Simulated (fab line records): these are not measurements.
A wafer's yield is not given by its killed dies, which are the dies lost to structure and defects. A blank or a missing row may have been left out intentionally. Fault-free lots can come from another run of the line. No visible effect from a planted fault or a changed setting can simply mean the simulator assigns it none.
A lot that was struck, set against a sound lot :: flow nand harc :: 14 steps out of a route of 1159
Sound: these wafers, L981.1, L981.4, L981.6. Struck: wafers L984.4, L984.6. (L984.5 of the same lot was not struck and is left out.) The cause comes at the end.
Order at every step that has rows: each side's tool, ch and its chambers, its first start. Under that, the readings that differ: sound wafers :: struck wafers :: difference of the means :: sigmas: that difference in standard deviations of wafers without a fault.
alike: a reading whose means differ by less than 2 such deviations, as well as words and numbers matching on both sides. not compared: withheld readings; readings where some wafer has no value; bounds like >300 that might hide an equal value; numbers whose values overlap and for which the record gives no deviation.
The two part at a step that has a row with sigmas, a row that says differs or no value, or rows on one side only. Numbers that have no deviation but don't overlap get no sigmas and don't part them. A reading that every wafer of one side lacks parts them only if that side has two wafers or more.

first, 9 steps without rows for these wafers: NHARC_THIN_TSV_PVD_24 (deposits Al, target thk 800 nm); NHARC_THIN_TSV_DEHYDRATE_25 (time 120 s); NHARC_THIN_TSV_HMDS_26 (time 30 s); NHARC_THIN_TSV_COAT_27; NHARC_THIN_TSV_SOFTBAKE_28 (time 95 s); NHARC_THIN_TSV_EBR_29; NHARC_THIN_TSV_EXPOSE_30 (exposes mask PAD); NHARC_THIN_TSV_PEB_31 (peb time 85 s); NHARC_THIN_TSV_DEVELOP_32 (time 70 s).
NHARC_THIN_TSV_CD_MEAS_33 targets a cd of 5000 nm.
  sound on cd sem-01 ch 0, day 19 13:34; struck on cd sem-01 ch 0, day 19 23:19
  alike: cd nm
then, 1 step without rows for these wafers: NHARC_THIN_TSV_HARDBAKE_34 (time 80 s).
NHARC_THIN_TSV_DESCUM_35: chemistry O2, time 3 s.
  sound on rie diel-11 ch 0,1, day 19 13:43; struck on rie diel-11 ch 1,3, day 19 23:30
  alike: drypump motor current A, oes product au, rf vpp V, showerhead plenum p Torr, throttle valve pct
  not compared: rf hours counter h
NHARC_THIN_TSV_ETCH_59: etches the open film in Cl2/BCl3, target depth 880 nm, time 138.1 s.
  sound on rie metal-02 ch 0,1, day 19 13:54; struck on rie metal-02 ch 0,1, day 19 23:40
reading: run length s (s)
sound: 159.23 159.80 159.02
struck: 145.20 146.51
difference: -13.50
sigmas: -47
  alike: drypump motor current A, oes product au, throttle valve pct
  not compared: rf hours counter h
NHARC_THIN_TSV_ETCH_36: etches the open film in Cl2/BCl3, target depth 65 nm, time 18.571 s.
  sound on rie metal-02 ch 0,1, day 19 14:07; struck on rie metal-02 ch 0, day 19 23:52
  alike: drypump motor current A, oes product au, run length s
  not compared: rf hours counter h

== WHERE THEY PART ==
At NHARC_THIN_TSV_ETCH_59 and nowhere else, as far as this record goes. Later steps at which nothing parts them and some readings are alike: NHARC_THIN_TSV_ETCH_36.

WHY: the cause the simulator had injected
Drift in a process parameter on rie metal-02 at NHARC_THIN_TSV_ETCH_59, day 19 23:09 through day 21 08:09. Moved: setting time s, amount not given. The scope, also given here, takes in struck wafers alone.
